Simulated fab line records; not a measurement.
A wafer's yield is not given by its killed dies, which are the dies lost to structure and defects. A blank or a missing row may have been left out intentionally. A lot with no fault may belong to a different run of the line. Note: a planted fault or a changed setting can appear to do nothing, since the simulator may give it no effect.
fab line records | flow nand_harc
record: lots: 4 wafers: 12 last_day: 24
route steps=1159 shown A_CONTACT@938 A_BLC@964 END@1159
lots that met no fault: from a run of the same line without faults
start_h: hours from the record's first day to the start of the lot's first wafer shown | wait_h: hours from the lot's prior step to this one | " identical to the entry in the row above | L1.1+2: one row covering several wafers at once | - either no value or no given start | * or withheld: withheld | < > ~ a bound
route shown NAME@n: NAME is a module with steps in the file, n the number in the route of the first one | usual: mean and standard deviation over wafers with no fault | same: alike in all rows | chamber/n: place in a boat | sites: the reading at each site | _std_site: how widely they spread, as a standard deviation | _edge_site: the outer-site mean with the inner-site mean subtracted | radius_mm: how far each site lies from the wafer's centre | mask NAME#n: copy n | behind: tool/chamber where the wafer was last shaped | hold: reason for holding the lot/hours on hold/outcome of the hold | device: transistor that didn't switch, given as n, p or np | end of line: tests of these same wafers at the route's end | a step with no rows: only its recipe | killed: dies that structure and defects cost at the first sort, which is not the same as the wafer's yield | map: per-die view of a wafer (x killed, . not killed, _ where there is no die)
set.NAME: setting as actually run; set.NAME@STEP: the setting as run at that earlier step | model.NAME: the simulator's own value behind a step, which no gauge read
lots seen at some steps along the route; tables by step, rows by wafer
services: a tool's chamber out of use, with start hour (start_h, from the record's first day; less than 0 if before it), hours out, and reason
== steps ==
step: NHARC_A_CONTACT_DESCUM_13
recipe: time_s: 3 o2_flow_sccm: 200 ar_flow_sccm: 0 bias_power_w: 0 chemistry: O2
step: NHARC_A_CONTACT_ETCH_88
recipe: target_depth_a: 390 over_etch_frac: 0.3 time_s: 65 ion_energy_ev: 80 cf4_flow_sccm: 150 ar_flow_sccm: 0 rf_w: 300 bias_w: 100 chemistry: CF4
step: NHARC_A_CONTACT_ETCH_89
recipe: target_depth_a: 2600 over_etch_frac: 0.3 time_s: 475.3 ion_energy_ev: 200 n2_flow_sccm: 150 h2_flow_sccm: 150 ar_flow_sccm: 0 rf_w: 400 bias_w: 150 chemistry: N2/H2
step: NHARC_A_CONTACT_ETCH_30
recipe: target_depth_a: 605 time_s: 30.2 cf4_flow_sccm: 100 chf3_flow_sccm: 30 ar_flow_sccm: 0 rf_w: 500 bias_w: 200 chemistry: CF4/CHF3
step: NHARC_A_CONTACT_ETCH_31
recipe: target_depth_a: 20000 over_etch_frac: 0.3 time_s: 520 ion_energy_ev: 150 o2_flow_sccm: 400 cos_flow_sccm: 20 ar_flow_sccm: 0 rf_w: 500 bias_w: 300 chemistry: O2/COS
step: NHARC_A_CONTACT_ETCH_134
recipe: source_w: withheld pressure_mtorr: 20 bias_v: withheld time_s: 140 target_depth_a: 7000 ar_flow_sccm: withheld c4f8_flow_sccm: withheld o2_flow_sccm: withheld chemistry: C4F8/O2/Ar
step: NHARC_A_CONTACT_ETCH_135
recipe: source_w: withheld pressure_mtorr: 20 bias_v: 3000 time_s: 132 target_depth_a: 12870 ar_flow_sccm: withheld c4f8_flow_sccm: withheld o2_flow_sccm: withheld chemistry: C4F8/O2/Ar
step: NHARC_A_CONTACT_ETCH_136
recipe: source_w: withheld pressure_mtorr: 20 bias_v: 3000 time_s: 132 target_depth_a: 12870 ar_flow_sccm: withheld c4f8_flow_sccm: withheld o2_flow_sccm: withheld chemistry: C4F8/O2/Ar
step: NHARC_A_CONTACT_ETCH_137
recipe: source_w: withheld pressure_mtorr: 20 bias_v: 3000 time_s: 132 target_depth_a: 12870 ar_flow_sccm: withheld c4f8_flow_sccm: withheld o2_flow_sccm: withheld chemistry: C4F8/O2/Ar
step: NHARC_A_CONTACT_ETCH_138
recipe: source_w: withheld pressure_mtorr: 20 bias_v: 3000 time_s: 132 target_depth_a: 12890 ar_flow_sccm: withheld c4f8_flow_sccm: withheld o2_flow_sccm: withheld chemistry: C4F8/O2/Ar
step: NHARC_A_CONTACT_ETCH_139
recipe: source_w: withheld pressure_mtorr: 20 bias_v: 400 time_s: 137 target_depth_a: 5900 ar_flow_sccm: withheld c4f8_flow_sccm: 11.5 o2_flow_sccm: 7.2 chemistry: C4F8/O2/Ar
usual: chamber_pressure_mTorr: 19.998/0.018
columns lot.wafer tool chamber start_h wait_h chamber_pressure_mTorr rf_hours_counter_h
L433.1 har_cap_etch-02 0 401.01 0.1 20.011 17
L433.3 " 0 " " 20.028 -
L433.5 " 1 " " 19.995 -
L437.4 har_cap_etch-01 1 443.09 0.2 19.999 -
L437.6 " 0 " " 20.021 -
L437.5 " 1 " " 19.995 -
L435.3 har_cap_etch-01 1 448.41 0.2 19.981 -
L435.6 " 0 " " 19.987 -
L435.5 " 1 " " 19.972 -
L442.2 har_cap_etch-01 1 477.73 0.1 19.995 77
L442.1 " 0 " " 20.001 77
L442.6 " 0 " " 19.989 -
step: NHARC_A_CONTACT_ETCH_92
recipe: target_depth_a: 400 over_etch_frac: 0.5 time_s: 85.7 ion_energy_ev: 120 ch3f_flow_sccm: 50 o2_flow_sccm: 30 ar_flow_sccm: 200 rf_w: 500 bias_w: 100 chemistry: CH3F/O2
step: NHARC_A_CONTACT_ETCH_98
recipe: target_depth_a: 200 over_etch_frac: 0.5 time_s: 10 ion_energy_ev: 250 c4f6_flow_sccm: 25 o2_flow_sccm: 20 ar_flow_sccm: 500 rf_w: 600 bias_w: 500 chemistry: C4F6/O2
step: NHARC_A_CONTACT_STRIP_107
recipe: n2_flow_sccm: 150 h2_flow_sccm: 150 ar_flow_sccm: 0 bias_w: 0 chemistry: N2/H2
step: NHARC_A_CONTACT_STRIP_108
recipe: cf4_flow_sccm: 100 chf3_flow_sccm: 30 ar_flow_sccm: 0 bias_w: 0 chemistry: CF4/CHF3
step: NHARC_A_CONTACT_STRIP_109
recipe: o2_flow_sccm: 400 cos_flow_sccm: 20 ar_flow_sccm: 0 bias_w: 0 chemistry: O2/COS
step: NHARC_A_CONTACT_ETCH_110
recipe: target_depth_a: 500 overetch_a: 50 time_s: 27.5 ion_energy_ev: 100 cf4_flow_sccm: 80 o2_flow_sccm: 20 ar_flow_sccm: 0 rf_w: 300 bias_w: 100 chemistry: CF4/O2
step: NHARC_A_CONTACT_STRIP_26
recipe: o2_flow_sccm: 500 ar_flow_sccm: 0 bias_w: 0 chemistry: O2
step: NHARC_A_CONTACT_STRIP_27
recipe: time_s: 600 temp_c: 30 chemistry: post_etch_residue_remover
step: NHARC_A_CONTACT_ALD_18
recipe: target_thk_a: 30 pulse_time_s: 1 ald_cycles: 150 temp_c: 450 material: TiN
step: NHARC_A_CONTACT_CVD_19
recipe: target_thk_a: 3000 temp_c: 300 pressure_torr: 40 wf6_flow_sccm: 40 h2_flow_sccm: 1600 ar_flow_sccm: 1560 time_s: 802 material: W
step: NHARC_A_CONTACT_CMP_20
recipe: t_overpolish_s: 30 target_thk_nm: 300
step: NHARC_A_CONTACT_SRD_22
step: NHARC_A_BLC_DEHYDRATE_00
recipe: temp_c: 150 time_s: 120
step: NHARC_A_BLC_HMDS_01
recipe: time_s: 30
step: NHARC_A_BLC_COAT_02
recipe: temp_c: 260 time_s: 75
step: NHARC_A_BLC_COAT_03
recipe: temp_c: 225 time_s: 65
step: NHARC_A_BLC_COAT_04
recipe: spin_rpm: 1500 resist_thk_nm: 90
step: NHARC_A_BLC_SOFTBAKE_05
recipe: temp_c: 105 time_s: 55
step: NHARC_A_BLC_EBR_06
step: NHARC_A_BLC_EXPOSE_07
recipe: na: 1.35 target_cd_nm: 100 dose_mj: 67.97 mask_id: A_BLC
step: NHARC_A_BLC_PEB_08
recipe: peb_temp_c: 100 peb_time_s: 65
step: NHARC_A_BLC_DEVELOP_09
recipe: develop_time_s: 35 dev_temp_c: 23
step: NHARC_A_BLC_DESCUM_15
recipe: time_s: 3 o2_flow_sccm: 200 ar_flow_sccm: 0 bias_power_w: 0 chemistry: O2
step: NHARC_END_SORT_01
recipe: temp_c: 25
usual: killed_at_array: 28/9.1 killed_at_other: 0.6/0.87 killed_at_periphery: 3.4/2.7 killed_dies: 32/9 killed_open: 3.2/1.9 killed_short: 2.0/1.3
same: gross_dies: 677
columns lot.wafer tool chamber start_h wait_h killed_at_array killed_at_other killed_at_periphery killed_dies killed_open killed_short
L433.1 prober-02 0 467.57 2.4 24 3 12 39 3 2
L433.3 prober-02 0 469.19 3.1 17 1 12 30 3 1
L433.5 prober-02 0 470.80 3.7 18 1 4 23 3 0
L437.4 prober-02 0 496.40 3.4 28 0 1 29 4 1
L437.5 prober-02 0 497.20 3.7 33 0 3 36 1 3
L437.6 prober-02 0 498.00 4.0 27 0 5 32 2 2
L435.3 prober-02 0 511.48 3.1 95 0 7 102 5 1
L435.5 prober-02 0 513.08 3.7 92 1 3 96 6 1
L435.6 prober-02 0 513.88 4.0 128 1 4 133 0 1
L442.1 prober-02 0 572.40 2.5 128 2 3 133 4 0
L442.2 prober-02 0 573.19 2.8 86 0 3 89 2 2
L442.6 prober-02 0 576.36 4.0 143 0 2 145 2 3
killed by level:class
L433.1 P_M2:chamber_film_flake=10 A_SLIT:chamber_film_flake=10 A_CHANNEL_HOLE_D1:chamber_film_flake=4 P_ZERO_WELL:chamber_film_flake=2 A_ZERO_WELL:chamber_film_flake=2 A_WL_FILL:chamber_film_flake=2 A_CONTACT:chamber_film_flake=2 THIN_TSV:chamber_film_flake=2
L433.3 P_M2:chamber_film_flake=7 A_SLIT:chamber_film_flake=5 A_CHANNEL_HOLE_D1:chamber_film_flake=3 A_WL_FILL:chamber_film_flake=3 P_GATE:chamber_film_flake=2 A_CONTACT:chamber_film_flake=2 P_M1:geometric_particle:open=1 P_M2:geometric_particle:open=1
L433.5 A_SLIT:chamber_film_flake=11 A_CHANNEL_HOLE_D1:chamber_film_flake=4 P_M2:chamber_film_flake=3 P_M0:geometric_particle:open=1 A_SGD_CUT:geometric_particle:open=1 A_CONTACT:geometric_particle:open=1 A_STAIRCASE:chamber_film_flake=1 THIN_TSV:chamber_film_flake=1
L437.4 A_SLIT:chamber_film_flake=13 A_WL_FILL:chamber_film_flake=3 A_CONTACT:chamber_film_flake=3 A_CHANNEL_HOLE_D1:chamber_film_flake=2 A_STAIRCASE:chamber_film_flake=2 P_M2:geometric_particle:open=1 A_SOURCE_PLATE:geometric_particle:open=1 A_SOURCE_PLATE:geometric_particle:short=1
L437.5 A_SLIT:chamber_film_flake=12 A_CHANNEL_HOLE_D1:chamber_film_flake=6 A_WL_FILL:chamber_film_flake=5 A_CONTACT:chamber_film_flake=5 P_STI:chamber_film_flake=2 P_M0:geometric_particle:open=1 A_ONON_D1:geometric_particle:short=1 A_CHANNEL_FILL_D1:geometric_particle:short=1
L437.6 A_SLIT:chamber_film_flake=10 A_WL_FILL:chamber_film_flake=5 A_BONDPAD:chamber_film_flake=4 A_CONTACT:chamber_film_flake=3 P_ZERO_WELL:chamber_film_flake=2 A_CHANNEL_HOLE_D1:chamber_film_flake=2 P_GATE:geometric_particle:open=1 P_GATE:geometric_particle:short=1
L435.3 A_CONTACT:unspecified=58 A_SLIT:chamber_film_flake=16 A_CHANNEL_HOLE_D1:chamber_film_flake=9 A_STAIRCASE:chamber_film_flake=6 A_CONTACT:chamber_film_flake=4 P_M0:geometric_particle:open=2 P_ZERO_WELL:chamber_film_flake=2 P_M0:geometric_particle:short=1
L435.5 A_CONTACT:unspecified=57 A_SLIT:chamber_film_flake=18 A_CHANNEL_HOLE_D1:chamber_film_flake=9 A_CONTACT:chamber_film_flake=3 P_CONTACT:geometric_particle:open=2 A_ONON_D1:geometric_particle:open=2 A_CHANNEL_FILL_D1:geometric_particle:open=1 A_CONTACT:geometric_particle:open=1
L435.6 A_CONTACT:unspecified=104 A_SLIT:chamber_film_flake=13 A_CONTACT:chamber_film_flake=5 A_CHANNEL_HOLE_D1:chamber_film_flake=4 P_GATE:chamber_film_flake=2 A_CONTACT:geometric_particle:short=1 P_ZERO_WELL:chamber_film_flake=1 P_BONDPAD:chamber_film_flake=1
L442.1 A_CONTACT:unspecified=96 A_SLIT:chamber_film_flake=16 A_CHANNEL_HOLE_D1:chamber_film_flake=8 A_BONDPAD:chamber_film_flake=3 THIN_TSV:chamber_film_flake=2 P_CONTACT:geometric_particle:open=1 A_ONON_D1:geometric_particle:open=1 A_CONTACT:geometric_particle:open=1
L442.2 A_CONTACT:unspecified=58 A_SLIT:chamber_film_flake=13 A_BONDPAD:chamber_film_flake=5 P_M0:chamber_film_flake=3 A_CHANNEL_HOLE_D1:chamber_film_flake=3 A_STAIRCASE:chamber_film_flake=2 A_SOURCE_PLATE:geometric_particle:open=1 A_CHANNEL_HOLE_D1:geometric_particle:short=1
L442.6 A_CONTACT:unspecified=107 A_SLIT:chamber_film_flake=14 A_CHANNEL_HOLE_D1:chamber_film_flake=6 A_BONDPAD:chamber_film_flake=5 A_STAIRCASE:chamber_film_flake=4 P_M0:chamber_film_flake=2 A_SOURCE_PLATE:geometric_particle:short=1 A_CHANNEL_HOLE_D1:geometric_particle:short=1
map L435.6 (x killed, . not)
____________.____________
_________......._________
_______xx...x....._______
______.............______
_____xx............._____
____.....x....x..x...____
____..........xxx....____
___............xx.x...___
___..x.......xxxxxx.xx___
__.x.........xxxxxxxx.x__
__..........xxxxxxxxxx.__
_...........xxxxxxxxxxxx_
_...........xxxxxxxxxx.x_
_...........xxxxxxxxx.xx_
_..........xxxxxxxxxx..x_
_...........xxxxxxxxx.x._
............xxxxxxxxx...x
.............xxxxxxx.....
..............xxxx.xxx...
...............xxxx......
..x......................
_......................._
_.....x................._
_........x......x......._
_......................._
_...x.....x............._
__.....................__
__.....................__
___.................x.___
___...................___
____.................____
____.................____
_____..............._____
______.............______
_______..........._______
_________......._________
____________.____________
map L442.6 (x killed, . not)
____________.____________
_________.....x._________
_______..........._______
______.............______
_____..............._____
____.........x.......____
____.....x......x....____
___.x..........xxx.xx.___
___x..x......xxxxxxxx.___
__..x.......xxxxxxxx...__
__x.x.x.....xxxxxxxxx..__
_.xx..x.....xxxxxxxxxx.._
_.x.xx.x....xxxxxxxxxx.._
_...xx......xxxxxxxxxx.._
_x.xxx....xxxxxxxxxx...._
_...x........xxxxxxxx..._
............xxxxxxxxx....
............xxxxxxxxxx...
....xx........xxxxxxx....
..............xxx.x.....x
........x.....xx.........
_....x.................._
_......................._
_.................x....._
_.....x................._
_......................._
__.....................__
__.....................__
___.x.................___
___...................___
____.....xx..........____
____.................____
_____..............._____
______.............______
_______..........._______
_________......._________
____________.____________
== services ==
columns tool chamber start_h hours kind
har_cap_etch-01 - 437.29 0.6 repair
== key ==
first_sign: step: NHARC_END_SORT_01 reading: killed_dies direction: up sigmas: 9.4 usual: 32 struck: 116
effect: step: NHARC_END_SORT_01 reading: killed_at_array direction: up sigmas: 9.3 usual: 28 struck: 112
more_kills_born_at: NHARC_A_CONTACT_ETCH_139@har_cap_etch-01: 479
met_at NHARC_A_CONTACT_ETCH_139
struck_wafers L435.3,L435.5,L435.6,L442.1,L442.2,L442.6
tester_left_out L435,L442
onset_between 443.09 448.41
also_fits time
earlier_fault: kind: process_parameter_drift tool: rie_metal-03 chamber: 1 onset_h: 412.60 steps: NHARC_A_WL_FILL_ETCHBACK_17 channel: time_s offset: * shape: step end_h: 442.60 acts_in: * stated: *
fault: kind: chamber_particle_source tool: har_cap_etch-01 chamber: - onset_h: 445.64 steps: NHARC_A_CONTACT_ETCH_139 rate_per_visit_cm2: 1.735 end_h: 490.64
tester_left_out: of these lots the tester's yield and bins aren't shown, on N5 and GAA mostly nor the transistor test; their killed dies are dies lost to structure and defects alone, not to doping, threshold or leakage, so they don't give the yield
